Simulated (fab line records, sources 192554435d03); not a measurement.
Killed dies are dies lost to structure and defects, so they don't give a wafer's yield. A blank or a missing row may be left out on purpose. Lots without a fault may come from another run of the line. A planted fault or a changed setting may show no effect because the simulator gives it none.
A struck lot beside a sound one | flow n5_finfet | 35 steps out of a route of 1938
Sound: wafers L818.1, L818.5, L818.6. Struck: wafers L822.1, L822.4. The cause comes at the end.
At each step with rows: each side's tool, then ch and its chambers, then its first start. Under that, the readings that differ: sound wafers | struck wafers | difference of the means | sigmas: that difference in standard deviations of wafers without a fault.
alike: readings whose means differ by less than 2 such deviations, and words and numbers that are the same on both sides. not compared: withheld readings, readings that some wafer has no value for, bounds like >300 that may hide the same value, and numbers for which the record gives no deviation and whose values overlap.
The two part at a step that has a row with sigmas, a row that says differs or no value, or rows on one side only. Numbers that don't overlap but have no deviation are shown without sigmas and don't part them. A reading that every wafer of one side lacks parts them only if that side has two wafers or more.

first, 12 steps without rows for these wafers: N5_SD_EPI_P_ETCH_37 (etches SOC in N2/H2, overetch 108 nm, time 486 s); N5_SD_EPI_P_STRIP_38 (strips in N2/H2); N5_SD_EPI_P_ETCHBACK_46 (etches SiNx in CH3F/O2, stops on SiO2, target depth 17.5 nm); N5_SD_EPI_P_ETCH_47 (etches SiOCN in CH3F/O2, target depth 25 nm); N5_SD_EPI_P_ETCH_16 (etches SiO2 in CHF3/O2, target depth 5 nm); N5_SD_EPI_P_STRIP_50 (strips in CHF3/O2); N5_SD_EPI_P_SD_RECESS_17 (chemistry HBr/Cl2/O2, target depth 39.1 nm, bt time 3 s); N5_SD_EPI_P_WET_ETCH_45 (etches SiO2 in dHF, time 10.7 s, target depth 2 nm, rinse time 30 s); N5_SD_EPI_P_STRIP_40 (strips in N2/H2); N5_SD_EPI_P_PRECLEAN_52 (cleans in O3/DIW, time 60 s); N5_SD_EPI_P_SRD_20 (time 30 s); N5_SD_EPI_P_PRECLEAN_51 (cleans in NF3:NH3, afs cycles 1, time 20 s, sublimation time 60 s).
N5_SD_EPI_P_VAPOR_ETCH_44: etches SiGe30 in NF3/Ar, time 3.3 s.
  sound on epi_rpcvd-04 ch 0, day 6 08:22; struck on epi_rpcvd-04 ch 0, day 7 01:29
then, 20 steps without rows for these wafers: N5_SD_EPI_P_EPI_21 (deposits SiGe:B, time 355 s); N5_SD_EPI_P_HM_STRIP_48 (strips SiNx in H3PO4, material SiNx, target depth 3 nm); N5_SD_EPI_P_SRD_49 (time 30 s); N5_SD_EPI_P_PRECLEAN_24 (cleans in O3/DIW, time 45 s); N5_SD_EPI_P_PRECLEAN_32 (cleans in dHF, time 10 s); N5_SD_EPI_P_PRECLEAN_33 (cleans in SC2, time 45 s); N5_SD_EPI_P_SRD_25 (time 30 s); N5_SD_ACTIVATION_RTA_00 (time 0 s); N5_SD_ACTIVATION_LSA_01 (time 0.0008 s); N5_ILD0_LINER_00 (material SiNx, target thk 4 nm, pulse time 1 s, purge time 2 s); N5_ILD0_FCVD_FILL_01 (material SiO2 flowable, target thk 200 nm, time 328.3 s); N5_ILD0_CURE_02 (time 1800 s); N5_ILD0_CMP_03 (polishes, stops on SiNx, t overpolish 1.9 s, target thk 197.38 nm); N5_ILD0_CMP_07 (polishes SiO2 flowable, stops on poly-Si, t overpolish 1.18 s, target thk 138.88 nm); N5_ILD0_PRECLEAN_10 (cleans in NF3:NH3, afs cycles 5, time 20 s, sublimation time 60 s); N5_ILD0_ALD_15 (deposits SiNx, target thk 24 nm, pulse time 1 s, ald cycles 480); N5_ILD0_CMP_12 (polishes SiNx, stops on poly-Si, t overpolish 6 s, target thk 17.67 nm); N5_SDB_HM_DEP_00 (deposits SiNx from SiH4/NH3/N2, target thk 40 nm, time 35.3 s); N5_SDB_COAT_03 (time 60 s, resist thk 100 nm); N5_SDB_COAT_04 (time 60 s, resist thk 18 nm).
-- the record jumps here: 7 days lie between the struck wafers' starts before and after (it left off in module SDB and takes up again in module BEOL_M4, whose first step shown is number 1111 of the route) --
N5_BEOL_M4_RC_MEAS_101:
  sound on prober-02 ch 0, day 12 22:34; struck on prober-02 ch 0, day 14 01:43
  reading         | sound             | struck    | difference | sigmas
  ION_P (uA/um)   | 459 465 449       | 475 483   | +21        | +3
  REXT_P (ohm.um) | 101.1 101.1 102.4 | 94.5 95.6 | -6.5       | -4
  alike: DIBL_N, DIBL_P, IOFF_N, IOFF_P, ION_N, SS_N, SS_P, VT_N, VT_P
-- the record jumps here: 5 days lie between the struck wafers' starts before and after (it left off in module BEOL_M4 and takes up again in module PASSIVATION, whose first step shown is number 1936 of the route) --
N5_PASSIVATION_PROBE_49:
  the record has rows for the struck wafers here (prober-01, day 18 15:39) and none for the sound ones

WHERE THEY PART
First at N5_BEOL_M4_RC_MEAS_101; last, within this record, at N5_PASSIVATION_PROBE_49.

WHY: what the simulator had put in
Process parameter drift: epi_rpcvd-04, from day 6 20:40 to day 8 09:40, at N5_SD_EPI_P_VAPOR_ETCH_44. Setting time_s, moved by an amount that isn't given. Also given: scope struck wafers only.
